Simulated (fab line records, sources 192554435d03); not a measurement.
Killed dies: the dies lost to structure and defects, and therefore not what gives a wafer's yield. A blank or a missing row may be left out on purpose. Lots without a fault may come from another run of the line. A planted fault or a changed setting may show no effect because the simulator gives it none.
A single fault, viewed from 3 desks / flow n5Finfet / every desk sees just its own numbers, and what lay behind them comes last
Where a reading is given only as a bound, like >300, the bound stands for it, and a mean or a difference that rests on one is marked > or <: the true number lies beyond.

== DESK OF THE TOOL OWNER: rieSi-01 ==
The tool's own readings at N5_DUMMY_GATE_ETCH_32 (etches SiO2 in CF4, target depth 3.5 nm, time 3.9 s): means of the sampled wafers that have a number, for each lot that ran on this tool. Marked OUT: a lot whose mean sits more than 4 standard deviations from the usual mean, which makes it out of limits; the brackets give that distance.
Columns: A = drypumpMotorCurrentA at N5_DUMMY_GATE_ETCH_32, usual 5.9 A; B = oesProductAu at N5_DUMMY_GATE_ETCH_32, usual 0.998 a.u.; C = throttleValvePct at N5_DUMMY_GATE_ETCH_32, usual 21.82 %
lot=L421; first seen here=day 3 07:42; A=5.9; B=0.989; C=21.74
lot=L427; first seen here=day 4 16:44; A=5.9; B=0.979; C=21.76
lot=L431; first seen here=day 5 19:31; A=5.6; B=0.989; C=21.75
lot=L432; first seen here=day 6 05:50; A=5.4; B=0.993; C=21.63
lot=L433; first seen here=day 6 06:33; A=5.6; B=0.985; C=21.75
lot=L443; first seen here=day 8 17:27; A=5.6; B=0.991; C=21.75
Result from this desk: across the 6 lots, nothing is out of limits.

== FROM THE METROLOGY DESK ==
What the gauges read for every lot (on any tool): the sampled wafers with a number, averaged. Marked OUT: a lot whose mean sits more than 4 standard deviations from the usual mean, which makes it out of limits; the brackets give that distance. Only the readings that lie furthest out on some lot appear, 7 of the 10 it has.
Columns: A = DIBL_N at N5_BEOL_M4_RC_MEAS_101, usual 36.6 mV/V; B = DIBL_P at N5_BEOL_M4_RC_MEAS_101, usual 36.7 mV/V; C = IOFF_P at N5_BEOL_M4_RC_MEAS_101, usual 0.22 nA/um; D = ION_N at N5_BEOL_M4_RC_MEAS_101, usual 672 uA/um; E = SS_P at N5_BEOL_M4_RC_MEAS_101, usual 73.5 mV/dec; F = VT_N at N5_BEOL_M4_RC_MEAS_101, usual 250 mV; G = VT_P at N5_BEOL_M4_RC_MEAS_101, usual -250 mV
lot=L421; first seen here=day 9 10:38; A=38.2; B=36.7; C=0.22; D=676; E=73.3; F=249; G=-250
lot=L427; first seen here=day 10 21:10; A=37.0; B=37.4; C=0.20; D=674; E=73.8; F=251; G=-254
lot=L431; first seen here=day 11 14:56; A=34.2; B=35.9; C=0.20; D=663; E=72.8; F=251; G=-251
lot=L432; first seen here=day 11 17:41; A=38.1; B=36.4; C=0.26; D=665; E=73.6; F=251; G=-247
lot=L433; first seen here=day 12 08:23; A=34.7; B=34.2; C=0.17; D=657; E=73.0; F=253; G=-252
lot=L438; first seen here=day 13 13:35; A=38.2; B=37.6; C=0.21; D=684; E=74.2; F=246; G=-252
lot=L440; first seen here=day 14 07:06; A=37.9; B=38.7; C=0.24; D=666; E=74.4; F=253; G=-248
lot=L443; first seen here=day 14 16:10; A=37.5; B=38.7; C=0.24; D=681; E=73.7; F=249; G=-249
Result from this desk: across the 8 lots, nothing is out of limits.

== THE DEFECT DESK ==
Lot by lot, what the route's inspections counted, given as the mean of those sampled wafers with a number. Marked OUT: a lot whose mean sits more than 4 standard deviations from the usual mean, which makes it out of limits; the brackets give that distance.
Columns: A = rawDefectCount at N5_DUMMY_GATE_INSPECT_27, usual 328; B = rawDefectCount at N5_SPACER0_INSPECT_04, usual 151; C = rawDefectCount at N5_SD_EPI_N_INSPECT_11, usual 1.8; D = rawDefectCount at N5_SD_EPI_N_INSPECT_26, usual 225
lot=L421; first seen here=day 3 08:11; A=235; B=106; C=2.0; D=188
lot=L427; first seen here=day 4 17:13; A=200; B=102; C=1.7; D=164
lot=L431; first seen here=day 5 19:59; A=623; B=447 (+7.0) OUT; C=>299 (+99 or more) OUT; D=501 (+5.7) OUT
lot=L432; first seen here=day 6 06:30; A=638; B=470 (+7.6) OUT; C=>300 (+99 or more) OUT; D=535 (+6.5) OUT
lot=L433; first seen here=day 6 07:01; A=726 (+4.1) OUT; B=495 (+8.2) OUT; C=>300 (+99 or more) OUT; D=544 (+6.6) OUT
lot=L438; first seen here=day 7 11:51; A=278; B=117; C=2.7; D=179
lot=L440; first seen here=day 8 01:09; A=195; B=83; C=0.7; D=145
lot=L443; first seen here=day 8 17:56; A=292; B=122; C=2.0; D=172
This desk's verdict: out of limits on L431, L432, L433, starting with L431 at day 5 20:35 (rawDefectCount at N5_SPACER0_INSPECT_04). L421, L427, L438, L440, L443 stayed within limits.

== PUT TOGETHER ==
The defect desk could have raised an alarm at day 5 20:35, on L431, L432, L433.
The tool owner's desk saw nothing out of limits.
From the metrology desk's view, nothing was out of limits.
The tool owner's desk has L431, L432, L433 on record, within its limits.
The metrology desk holds a record of L431, L432, L433, inside its limits.
N5_DUMMY_GATE_ETCH_32 was run on rieSi-01 by each of the lots named.

== WHAT THE SIMULATOR HAD INSERTED ==
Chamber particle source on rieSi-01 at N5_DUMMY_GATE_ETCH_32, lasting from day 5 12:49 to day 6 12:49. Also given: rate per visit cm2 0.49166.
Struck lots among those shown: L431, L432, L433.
Hours from the fault's start to each desk's first reading out of limits: the defect desk, 8.
